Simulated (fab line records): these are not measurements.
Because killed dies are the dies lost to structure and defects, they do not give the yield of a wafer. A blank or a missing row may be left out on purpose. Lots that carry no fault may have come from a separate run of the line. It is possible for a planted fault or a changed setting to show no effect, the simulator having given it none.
What tool caused it?	flow nand_harc	12 lots with 36 wafers sampled at 2 steps, on a route of 1302 steps

WHAT THE GAUGES READ, wafer by wafer
NHARC_A_SGD_CUT_INSPECT_11.
lot	measured	on	raw_defect_count
L075	day 19 14:31	defect_inspect-02	11 12 15
L077	day 19 20:47	defect_inspect-01	13 24 13
L078	day 20 18:28	defect_inspect-02	23 20 18
L081	day 22 01:29	defect_inspect-01	70 67 63
L083	day 22 16:19	defect_inspect-02	24 20 33
L084	day 23 13:16	defect_inspect-02	65 66 56
L089	day 24 23:50	defect_inspect-01	38 63 62
L087	day 25 00:57	defect_inspect-02	49 57 52
L091	day 25 12:43	defect_inspect-01	96 81 83
L093	day 26 23:08	defect_inspect-01	60 56 56
L095	day 27 11:27	defect_inspect-01	64 82 72
L097	day 28 18:16	defect_inspect-02	70 61 55

EACH LOT AND THE TOOL THAT RAN IT (in order: tool; ch and the chambers of the sampled wafers; start)
lot	NHARC_A_STAIRCASE_CMP_450
L075	cmp-03 ch 1,2,3, day 19 11:49
L077	cmp-02 ch 1,3, day 19 18:05
L078	cmp-02 ch 0,2,3, day 20 15:43
L081	cmp-03 ch 0,1,2, day 21 22:55
L083	cmp-03 ch 0,1,2, day 22 13:39
L084	cmp-04 ch 0,2, day 23 10:29
L089	cmp-03 ch 1,2,3, day 24 21:05
L087	cmp-04 ch 0,1,3, day 24 22:16
L091	cmp-04 ch 0,1, day 25 10:01
L093	cmp-03 ch 0,2,3, day 26 20:20
L095	cmp-03 ch 1,2, day 27 08:41
L097	cmp-04 ch 2,3, day 28 15:19
- NHARC_A_STAIRCASE_CMP_450: polishes SiO2, target thk 200 nm.

THE ANSWER, worked out from the rows above alone
Rule: what is usual is taken from the lots themselves. Put in order of their means at a reading, lots are off if they are a third of the lots or fewer, leave a main group of 4 or more, and stand apart from it by a gap of 3 or more times the standard deviation of the main group's means; of several such gaps the widest counts. A main group whose means are all the same, to the digits that the tables above print for the reading, isn't used. A lot without any number at a reading at which 4 lots or more have one is off too. The other lots that the step has rows for count as sound.
No lot is off on any of the readings shown, so nothing can be concluded from this.

WHAT THE SIMULATOR HAD INSERTED
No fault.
